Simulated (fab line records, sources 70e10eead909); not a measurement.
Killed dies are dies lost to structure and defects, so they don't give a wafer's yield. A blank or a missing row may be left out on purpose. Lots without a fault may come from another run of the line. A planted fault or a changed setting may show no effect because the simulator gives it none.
Which tool did it? | flow nand_harc | 14 lots, 42 wafers sampled, at 6 steps of a route of 1302

WHAT THE GAUGES READ, wafer by wafer
NHARC_A_ONON_D1_THK_MEAS_11: measures by ellipsometry.
lot  | measured     | on            | thk_nm (nm)
L619 | day 7 14:03  | film_metro-01 | 989 990 990
L620 | day 8 06:01  | film_metro-01 | 1014 1014 1014
L621 | day 8 06:01  | film_metro-02 | 1000 1002 999
L623 | day 9 07:20  | film_metro-02 | 1006 1004 1003
L624 | day 9 20:24  | film_metro-01 | 990 990 991
L625 | day 10 05:30 | film_metro-01 | 975 975 977
L626 | day 10 16:14 | film_metro-02 | 1008 1009 1010
L631 | day 12 19:31 | film_metro-02 | 1006 1005 1005
L633 | day 14 02:22 | film_metro-01 | 986 988 987
L634 | day 14 02:22 | film_metro-02 | 1014 1014 1015
L637 | day 15 10:37 | film_metro-01 | 994 996 993
L640 | day 17 10:17 | film_metro-02 | 1017 1018 1017
L642 | day 17 16:34 | film_metro-01 | 1006 1008 1008
L641 | day 17 16:34 | film_metro-02 | 990 991 992

NHARC_A_ONON_D1_THK_MEAS_30: measures by ellipsometry.
lot  | measured     | on            | thk_nm (nm)
L619 | day 8 00:40  | film_metro-02 | 996 996 997
L620 | day 8 16:26  | film_metro-02 | 1013 1012 1014
L621 | day 8 16:26  | film_metro-01 | 995 994 994
L623 | day 9 14:47  | film_metro-01 | 1009 1011 1011
L624 | day 10 07:19 | film_metro-02 | 1009 1009 1009
L625 | day 10 20:55 | film_metro-01 | 1017 1017 1018
L626 | day 11 03:08 | film_metro-02 | 996 996 995
L631 | day 13 06:05 | film_metro-01 | 1716 1714 1717
L633 | day 14 13:50 | film_metro-01 | 980 980 981
L634 | day 14 13:58 | film_metro-02 | 1725 1726 1726
L637 | day 15 21:20 | film_metro-02 | 995 994 994
L640 | day 17 23:14 | film_metro-01 | 1000 999 999
L642 | day 18 03:19 | film_metro-01 | 1002 1003 1003
L641 | day 18 03:11 | film_metro-02 | 1006 1008 1007

NHARC_A_ONON_D1_INSPECT_32.
lot  | measured     | on                | raw_defect_count
L619 | day 8 01:13  | defect_inspect-02 | 88 90 109
L620 | day 8 17:00  | defect_inspect-01 | 78 112 94
L621 | day 8 16:59  | defect_inspect-02 | 70 88 70
L623 | day 9 15:21  | defect_inspect-01 | 65 44 43
L624 | day 10 07:50 | defect_inspect-01 | 95 71 77
L625 | day 10 21:26 | defect_inspect-01 | 63 47 84
L626 | day 11 03:41 | defect_inspect-02 | 50 70 61
L631 | day 13 06:38 | defect_inspect-02 | 65 98 53
L633 | day 14 14:22 | defect_inspect-01 | 44 56 87
L634 | day 14 14:39 | defect_inspect-02 | 83 81 77
L637 | day 15 21:53 | defect_inspect-02 | 180 67 119
L640 | day 17 23:47 | defect_inspect-01 | 84 78 138
L642 | day 18 03:55 | defect_inspect-02 | 90 100 85
L641 | day 18 03:44 | defect_inspect-01 | 77 72 106

NHARC_END_SORT_01.
lot  | measured     | on        | killed_at_array | killed_at_other | killed_at_periphery | killed_dies | killed_open | killed_short
L631 | day 29 15:56 | prober-02 | 674 672 675     | 0 0 0           | 3 5 2               | 677 677 677 | 2 0 7       | 1 2 3
L634 | day 30 12:46 | prober-02 | 676 675 675     | 0 0 0           | 1 2 2               | 677 677 677 | 1 4 2       | 1 3 2

WHICH TOOL RAN EACH LOT (tool, then ch and the chambers of the sampled wafers, then the start)
lot  | NHARC_A_ONON_D1_DEP_28           | NHARC_A_CHANNEL_HOLE_D1_DEP_01
L619 | pecvd_onon-03 ch 0, day 8 00:09  | pecvd-03 ch 0,1,2, day 8 04:35
L620 | pecvd_onon-03 ch 0, day 8 16:02  | pecvd-04 ch 0,2, day 8 20:32
L621 | pecvd_onon-04 ch 0, day 8 15:55  | pecvd-04 ch 0,1,2, day 8 19:56
L623 | pecvd_onon-04 ch 0, day 9 14:16  | pecvd-03 ch 0,1,2, day 9 17:47
L624 | pecvd_onon-02 ch 0, day 10 06:51 | pecvd-04 ch 0,1,2, day 10 09:49
L625 | pecvd_onon-04 ch 0, day 10 20:24 | pecvd-03 ch 0,1, day 10 23:27
L626 | pecvd_onon-02 ch 0, day 11 02:44 | pecvd-02 ch 0,2, day 11 06:09
L631 | pecvd_onon-04 ch 0, day 13 05:44 | -
L633 | pecvd_onon-02 ch 0, day 14 13:19 | pecvd-04 ch 1,2, day 14 17:34
L634 | pecvd_onon-04 ch 0, day 14 13:34 | -
L637 | pecvd_onon-03 ch 0, day 15 20:56 | pecvd-04 ch 0,1, day 16 00:17
L640 | pecvd_onon-03 ch 0, day 17 22:53 | pecvd-04 ch 0,1,2, day 18 02:32
L642 | pecvd_onon-04 ch 0, day 18 02:55 | pecvd-03 ch 1,2, day 18 06:04
L641 | pecvd_onon-02 ch 0, day 18 02:43 | pecvd-04 ch 1,2, day 18 05:44
- NHARC_A_ONON_D1_DEP_28: target thk 1000 nm.
- NHARC_A_CHANNEL_HOLE_D1_DEP_01: deposits SiON, target thk 140 nm.

WHAT THE TOOLS THEMSELVES READ (means of the sampled wafers that have a number; where no wafer has one, the mark that the record gives instead)
NHARC_A_CHANNEL_HOLE_D1_DEP_01.
lot  | tool     | heater_power_w (W)
L619 | pecvd-03 | 704
L620 | pecvd-04 | 713
L621 | pecvd-04 | 714
L623 | pecvd-03 | 652
L624 | pecvd-04 | 758
L625 | pecvd-03 | 635
L626 | pecvd-02 | 811
L633 | pecvd-04 | 823
L637 | pecvd-04 | 759
L640 | pecvd-04 | 704
L642 | pecvd-03 | 669
L641 | pecvd-04 | 817

THE ANSWER, worked out from the rows above alone
Rule: what is usual is taken from the lots themselves. Put in order of their means at a reading, lots are off if they are a third of the lots or fewer, leave a main group of 4 or more, and stand apart from it by a gap of 3 or more times the standard deviation of the main group's means; of several such gaps the widest counts. A main group whose means are all the same, to the digits that the tables above print for the reading, isn't used. A lot without any number at a reading at which 4 lots or more have one is off too. The other lots that the step has rows for count as sound. The gauges are gone through in route order, then the tools' own readings, and for those a lot's mean is taken as printed above. The first step at which some lot is off is used, and at that step the reading that is off furthest; a lot without a number counts as furthest.
Off: L631, L634, at NHARC_A_ONON_D1_THK_MEAS_30 (thk_nm). The main group: mean 1002 nm, standard deviation 9.9.
A tool fits if, at a process step before that reading, it ran every lot that is off, and no sound lot after the first of them. The gauges at NHARC_A_ONON_D1_THK_MEAS_30 are tried like those tools. None of those tried fits.

WHAT THE SIMULATOR HAD PUT IN
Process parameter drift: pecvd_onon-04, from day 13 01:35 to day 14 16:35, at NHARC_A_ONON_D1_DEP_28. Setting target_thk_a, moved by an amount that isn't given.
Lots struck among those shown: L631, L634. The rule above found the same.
